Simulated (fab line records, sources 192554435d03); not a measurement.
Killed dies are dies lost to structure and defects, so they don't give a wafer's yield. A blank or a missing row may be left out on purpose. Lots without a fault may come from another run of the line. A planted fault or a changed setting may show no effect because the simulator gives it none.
A struck lot beside a sound one | flow n5_finfet | 15 steps out of a route of 1938
Sound: wafers L355.1, L355.3, L355.6. Struck: wafer L369.3. (L369.1, L369.4 of the same lot were not struck and are left out.) The cause comes at the end.
At each step with rows: each side's tool, then ch and its chambers, then its first start. Under that, the readings that differ: sound wafers | struck wafers | difference of the means | sigmas: that difference in standard deviations of wafers without a fault.
alike: readings whose means differ by less than 2 such deviations, and words and numbers that are the same on both sides. not compared: withheld readings, readings that some wafer has no value for, bounds like >300 that may hide the same value, and numbers for which the record gives no deviation and whose values overlap.
The two part at a step that has a row with sigmas, a row that says differs or no value, or rows on one side only. Numbers that don't overlap but have no deviation are shown without sigmas and don't part them. A reading that every wafer of one side lacks parts them only if that side has two wafers or more.

first, 6 steps without rows for these wafers: N5_BEOL_M4_COAT_05 (resist thk 30 nm); N5_BEOL_M4_EBR_07; N5_BEOL_M4_SOFTBAKE_06 (time 60 s); N5_BEOL_M4_EXPOSE_08 (exposes mask M4); N5_BEOL_M4_PEB_09 (peb time 60 s); N5_BEOL_M4_DEVELOP_10 (develop time 30 s).
N5_BEOL_M4_CD_MEAS_11: target cd 16.79 nm.
  sound on cd_sem-03 ch 0, day 9 12:13; struck on cd_sem-01 ch 0, day 12 11:20
  alike: cd_nm
N5_BEOL_M4_OVL_MEAS_12:
  sound on overlay-02 ch 0, day 9 12:14; struck on overlay-01 ch 0, day 12 11:22
  alike: M4_OVL
N5_BEOL_M4_INSPECT_13: inspects for defects (brightfield).
  sound on defect_inspect-01, day 9 12:18; struck on defect_inspect-01, day 12 11:25
  alike: raw_defect_count
N5_BEOL_M4_DESCUM_16: chemistry O2, time 7 s.
  sound on rie_diel-04 ch 0,3, day 9 12:26; struck on rie_diel-04 ch 0, day 12 11:37
  alike: drypump_motor_current_A, oes_product_au, rf_vpp_V, showerhead_plenum_p_Torr, throttle_valve_pct
  not compared: rf_hours_counter_h
N5_BEOL_M4_ETCH_74: etches underlayer in N2/H2, target depth 6.5 nm, time 5.2 s.
  sound on rie_diel-04 ch 0,3, day 9 12:29; struck on rie_diel-04 ch 0, day 12 11:38
  alike: bias_w, drypump_motor_current_A, etch_rf_on_time_s, oes_product_au, rf_vpp_V, showerhead_plenum_p_Torr, throttle_valve_pct
  not compared: rf_hours_counter_h
N5_BEOL_M4_ETCH_63: etches SiARC in CF4, target depth 15.6 nm, time 26 s.
  sound on rie_diel-04 ch 0,3, day 9 12:29; struck on rie_diel-04 ch 0, day 12 11:40
  alike: bias_w, drypump_motor_current_A, etch_rf_on_time_s, oes_product_au, rf_vpp_V, showerhead_plenum_p_Torr, throttle_valve_pct
  not compared: rf_hours_counter_h
N5_BEOL_M4_ETCH_64: etches SOC in N2/H2, target depth 75 nm, overetch 22.5 nm, time 121.9 s.
  sound on rie_diel-04 ch 0,3, day 9 12:31; struck on rie_diel-04 ch 0, day 12 11:41
  reading                                    | sound             | struck | difference | sigmas
  bias_w (W)                                 | 150.1 149.9 150.2 | 175.7  | +25.6      | +51
  rf_vpp_V (V)                               | 521.9 521.2 520.1 | 575.6  | +54.5      | +23
  model.SiARC_of_BEOL_M4_COAT_62.thk_nm (nm) | 6.6 6.4 6.6       | 5.2    | -1.3       |
  alike: drypump_motor_current_A, oes_product_au, showerhead_plenum_p_Torr, throttle_valve_pct
  not compared: rf_hours_counter_h
then, 1 step without rows for these wafers: N5_BEOL_M4_STRIP_65 (strips in N2/H2).
N5_BEOL_M4_RC_MEAS_101:
  sound on prober-02 ch 0, day 10 00:46; struck on prober-02 ch 0, day 13 05:03
  alike: DIBL_N, DIBL_P, IOFF_N, IOFF_P, ION_N, ION_P, SS_N, SS_P, VT_N, VT_P

WHERE THEY PART
Only at N5_BEOL_M4_ETCH_64, within this record. Later steps at which nothing parts them and some readings are alike: N5_BEOL_M4_RC_MEAS_101.

WHY: what the simulator had put in
Process parameter drift: rie_diel-04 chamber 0, from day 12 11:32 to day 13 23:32, at N5_BEOL_M4_ETCH_64. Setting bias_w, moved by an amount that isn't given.
